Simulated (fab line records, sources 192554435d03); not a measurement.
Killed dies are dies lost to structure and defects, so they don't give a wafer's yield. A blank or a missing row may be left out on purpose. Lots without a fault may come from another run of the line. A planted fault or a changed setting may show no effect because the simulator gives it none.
Split-lot experiment | flow n5_finfet | 7 lots, 21 wafers read, on a route of 1938 steps

THE SPLIT
At N5_MIM_TOP_ETCH_PECVD_03 (deposits SiNx from SiH4/NH3/N2, target thk 20 nm, time 17.6 s), the setting time_s was moved away from the recipe's 17.6 s on 5 of the 21 wafers read, by -6.3% to +11.1%. The other wafers ran this setting at the recipe's value.

FROM THE SPLIT TO THE READING: what the file shows between them, 4 steps
- N5_MIM_BOT_LITHO_HMDS_01: time 60 s
- N5_MIM_BOT_LITHO_COAT_02
- N5_MIM_BOT_ETCH_ETCH_00: etches TiN in Cl2/BCl3, target depth 45.5 nm
- N5_MIM_BOT_ETCH_STRIP_01: strips in O2

THE READING
SiNx_of_MIM_TOP_ETCH_PECVD_03.thk_nm (the simulator's own value, which no gauge read), in nm, at N5_MIM_BOT_ETCH_STRIP_02 (strips in post etch residue remover, time 1200 s). The file gives no usual value for it. The 16 wafers here that ran the recipe average 19.6 nm, standard deviation 0.34 nm.

wafer  | tool, chamber at the split | time_s as run, s | against the recipe | SiNx_of_MIM_TOP_ETCH_PECVD_03.thk_nm, nm | against lot-mates on the recipe
L080.2 | pecvd-03, 2                | 19.3             | +9.7%              | 21.2                                     | +1.6
L080.4 | pecvd-03, 2                | 17.6             | recipe             | 19.6                                     | -
L080.6 | pecvd-03, 0                | 19.3             | +9.7%              | 21.6                                     | +2.0
L082.1 | pecvd-04, 2                | 17.6             | recipe             | 19.2                                     | -
L082.2 | pecvd-04, 0                | 19.56            | +11.1%             | 21.6                                     | +2.2
L082.3 | pecvd-04, 1                | 17.6             | recipe             | 19.6                                     | -
L083.1 | pecvd-02, 2,0              | 17.6             | recipe             | 19.2                                     | -
L083.2 | pecvd-02, 2,0              | 17.6             | recipe             | 19.2                                     | -
L083.5 | pecvd-02, 2                | 17.6             | recipe             | 19.6                                     | -
L086.1 | pecvd-04, 1,2              | 17.6             | recipe             | 19.6                                     | -
L086.3 | pecvd-04, 1,2              | 17.6             | recipe             | 19.4                                     | -
L086.6 | pecvd-04, 1                | 17.6             | recipe             | 20                                       | -
L091.2 | pecvd-02, 2                | 17.6             | recipe             | 18.8                                     | -
L091.4 | pecvd-02, 0                | 17.6             | recipe             | 19.6                                     | -
L091.6 | pecvd-02, 1                | 17.6             | recipe             | 19.4                                     | -
L090.2 | pecvd-04, 1                | 17.6             | recipe             | 19.6                                     | -
L090.4 | pecvd-04, 1                | 17.6             | recipe             | 19.8                                     | -
L090.6 | pecvd-04, 2                | 17.6             | recipe             | 20.2                                     | -
L094.3 | pecvd-04, 0                | 16.49            | -6.3%              | 18.2                                     | -1.8
L094.5 | pecvd-04, 2                | 16.49            | -6.3%              | 18.6                                     | -1.4
L094.6 | pecvd-04, 1                | 17.6             | recipe             | 20                                       | -
Where a row lists several chambers, the file gives one row for several wafers and doesn't say which wafer went through which chamber.

THE FIT
A straight line over all 21 wafers: SiNx_of_MIM_TOP_ETCH_PECVD_03.thk_nm changes by +0.187 nm for each +1% of time_s; r = +0.93; the points scatter about the line by 0.33 nm.
The same after taking each lot's own level away (the mean of its wafers on the recipe; 21 wafers): +0.206 nm for each +1%; r = +0.96; scatter 0.26 nm.
On that fit, the largest move of time_s shifts the reading by 2.3 nm.
The lots' own levels span 19.27 to 20.00 nm, that is 2.1 times the standard deviation above.
So the lot-to-lot level changes the slope little: the two slopes agree.
Check: with one of the wafers moved furthest among these (+11.1%) left out of the fit, the line predicts +2.26 nm for it against its lot-mates. It came out at +2.2 nm against them.

OTHER SPLITS ON THESE WAFERS
These wafers also went through other splits before the reading. Each is held against what the fit with the lots' levels taken away leaves over:
other split on the same wafers    | wafers away from the commonest value | r with SiNx_of_MIM_TOP_ETCH_PECVD_03.thk_nm (lot level and that fit taken away)
N5_BEOL_M13_TRENCH_ETCH_34 time_s | 7                                    | +0.17
N5_BEOL_M15_PEB_26 peb_temp_c     | 4                                    | +0.08

THE WHOLE CHAIN: every reading that the file lists as answering this split, in the file's order
step                     | what it does                                                  | reading                                                                               | change (the file's fit)               | r (the file's)
N5_MIM_TOP_ETCH_PECVD_03 | deposits SiNx from SiH4/NH3/N2, target thk 20 nm, time 17.6 s | SiNx_of_MIM_TOP_ETCH_PECVD_03.thk_nm (the simulator's own value, which no gauge read) | +0.194 nm for each +1% of the setting | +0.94
N5_MIM_BOT_ETCH_STRIP_02 | strips in post etch residue remover, time 1200 s              | SiNx_of_MIM_TOP_ETCH_PECVD_03.thk_nm (the simulator's own value, which no gauge read) | +0.202 nm for each +1% of the setting | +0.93

THE FILE'S OWN FIT
SiNx_of_MIM_TOP_ETCH_PECVD_03.thk_nm changes by +0.202 nm for each +1% of time_s, r = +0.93.
